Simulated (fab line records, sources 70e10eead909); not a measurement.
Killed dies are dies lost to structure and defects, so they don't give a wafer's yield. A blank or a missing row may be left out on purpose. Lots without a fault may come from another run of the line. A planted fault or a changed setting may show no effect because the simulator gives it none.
Chamber matching | flow nand_harc | NHARC_P_M1_CMP_23 on cmp-01: 4 sister chambers
The step polishes, t overpolish 20 s, target thk 157.82 nm. 4 wafers are shown with their chamber, then 10 later ones without.

WAFERS WITH THEIR CHAMBER
wafer  | chamber | motor_current_A (A)
L080.2 | 1       | 11.3
L085.4 | 3       | 13.3
L086.2 | 2       | 11.4
L086.4 | 0       | 13.8

WAFERS WITHOUT THEIR CHAMBER
wafer  | motor_current_A (A)
L086.5 | 12.0
L087.1 | 10.9
L087.2 | 11.5
L087.3 | 13.6
L092.1 | 11.2
L092.4 | 13.9
L092.6 | 13.2
L093.2 | 13.3
L093.3 | 10.8
L093.5 | 13.7

WHICH CHAMBER EACH WENT THROUGH
wafer  | from the rows above     | in truth
L086.5 | can't be placed: 2 or 1 | 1
L087.1 | can't be placed: 1 or 2 | 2
L087.2 | can't be placed: 2 or 1 | 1
L087.3 | can't be placed: 0 or 3 | 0
L092.1 | can't be placed: 1 or 2 | 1
L092.4 | can't be placed: 0 or 3 | 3
L092.6 | can't be placed: 3 or 0 | 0
L093.2 | can't be placed: 3 or 0 | 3
L093.3 | can't be placed: 1 or 2 | 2
L093.5 | can't be placed: 0 or 3 | 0
Placed correctly: 0 of 10. Can't be placed from these rows: 10 (the true chamber is among the candidates in 10). Placed wrongly: 0.
How it was worked out, from the rows above alone: a wafer's distance from a chamber is the root of the sum, over the readings, of the square of ((its reading less the chamber's mean) divided by the reading's scatter). The wafer belongs to the nearest chamber; if the next one is less than 2 further off, it can't be placed. A chamber's mean is the mean of its shown wafers. The scatter: with one shown wafer a chamber, the root of the mean of the squares of how far each hidden wafer lies from its nearest shown one.
